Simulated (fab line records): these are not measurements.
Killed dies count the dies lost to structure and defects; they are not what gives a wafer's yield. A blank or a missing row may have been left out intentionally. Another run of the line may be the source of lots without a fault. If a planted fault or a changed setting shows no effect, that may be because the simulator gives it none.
Matching of chambers ; flow n5Finfet ; aldSin-04 running N5_DUMMY_GATE_ALD_02: 4 sister chambers
The step deposits SiO2, target thk 2 nm, pulse time 1 s. 8 wafers are shown with their chamber, then 8 later ones without.

WAFERS WITH THEIR CHAMBER
wafer;chamber;heaterPowerOuterW (W);heaterPowerW (W)
L083.1;3;263;467
L083.5;2;252;486
L087.2;1;269;457
L087.5;0;281;526
L088.1;2;255;474
L088.5;3;263;482
L088.6;0;278;526
L090.1;1;267;448

WAFERS WHOSE CHAMBER IS MISSING
wafer;heaterPowerOuterW (W);heaterPowerW (W)
L090.4;283;523
L090.5;273;453
L094.2;285;521
L094.3;270;440
L094.4;264;469
L097.2;262;455
L097.4;248;498
L097.5;255;478

WHICH CHAMBER EACH ONE RAN IN
wafer;from the rows above;in truth
L090.4;0;0
L090.5;1;1
L094.2;0;0
L094.3;1;1
L094.4;3;3
L097.2;can't be placed: 3 or 1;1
L097.4;2;2
L097.5;2;2
7 of 8 placed correctly. From these rows, 1 cannot be placed; in 1 the true chamber is one of the candidates. Wrongly placed: 0.
How it was worked out, from the rows above alone: a wafer's distance from a chamber is the root of the sum, over the readings, of the square of ((its reading less the chamber's mean) divided by the reading's scatter). If the next closest chamber is less than 2 further off than the closest, the wafer can't be placed; otherwise it belongs to the closest. A chamber's mean is the mean of its shown wafers. How the scatter is found: for the shown wafers, subtract from each reading the mean of its chamber, square and add these, divide the total by (wafers less chambers), then take the root.
